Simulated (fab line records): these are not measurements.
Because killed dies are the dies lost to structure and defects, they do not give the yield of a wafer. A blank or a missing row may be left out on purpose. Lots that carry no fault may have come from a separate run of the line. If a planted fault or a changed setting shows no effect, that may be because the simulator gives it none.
Matching of chambers	flow n5-finfet	4 sister chambers for N5_FIN_CUT_CUT_ETCH_26 on rie-diel-02
The step etches SiNx in CH3F/O2, target depth 39 nm, time 55.7 s. 20 wafers are shown with their chamber, then 10 later ones without.

WAFERS, EACH WITH ITS CHAMBER
wafer	chamber	drypump-motor-current-A (A)	showerhead-plenum-p-Torr (Torr)	throttle-valve-pct (%)
L074.1	0	5.1	2.12	16.18
L074.2	1	6.2	1.94	16.21
L074.3	3	6.6	2.07	16.54
L081.1	0	5.1	2.11	16.20
L081.3	2	6.1	2.00	16.18
L081.5	0	5.1	2.11	16.19
L083.2	3	6.6	2.07	16.58
L083.3	0	5.1	2.11	16.19
L083.6	0	5.1	2.11	16.19
L084.1	0	5.1	2.11	16.21
L084.5	1	6.1	1.93	16.25
L084.6	2	6.1	1.99	16.18
L085.2	1	6.2	1.93	16.24
L085.3	3	6.6	2.07	16.58
L085.4	2	6.1	1.99	16.18
L086.1	2	6.1	1.99	16.17
L086.3	3	6.6	2.07	16.58
L086.4	0	5.1	2.11	16.21
L087.2	2	6.1	1.99	16.18
L087.3	0	5.1	2.11	16.21

SIGNATURES (averages over the wafers above)
reading	chamber 0	chamber 1	chamber 2	chamber 3	scatter within a chamber
drypump-motor-current-A	5.100	6.167	6.100	6.600	0.0204
showerhead-plenum-p-Torr	2.1113	1.9333	1.9920	2.0700	0.00383
throttle-valve-pct	16.1975	16.2333	16.1780	16.5700	0.0139
Rule: distance of a wafer from a chamber = root of the sum over the readings of ((wafer's reading minus chamber's mean) / reading's scatter) squared. If the next closest chamber is less than 2 further off than the closest, the wafer can't be placed; otherwise it belongs to the closest. The scatter is the square root of a quotient: the sum, over the shown wafers, of each reading's squared deviation from its chamber's mean, divided by wafers minus chambers.

WAFERS WITHOUT THEIR CHAMBER
wafer	drypump-motor-current-A (A)	showerhead-plenum-p-Torr (Torr)	throttle-valve-pct (%)
L087.5	6.1	1.93	16.26
L092.1	6.2	1.93	16.26
L092.2	6.6	2.06	16.60
L092.4	6.1	1.99	16.19
L095.1	6.2	1.93	16.27
L095.2	6.1	1.99	16.22
L095.4	6.7	2.06	16.60
L097.1	6.2	1.92	16.25
L097.2	5.1	2.10	16.24
L097.6	6.6	2.06	16.61

THE CHAMBER EACH PASSED THROUGH
wafer	from the rows above	in truth
L087.5	1	1
L092.1	1	1
L092.2	3	3
L092.4	2	2
L095.1	1	1
L095.2	2	2
L095.4	3	3
L097.1	1	1
L097.2	0	0
L097.6	3	3
Correctly placed: 10 of 10. From these rows, 0 cannot be placed. Wrongly placed: 0.
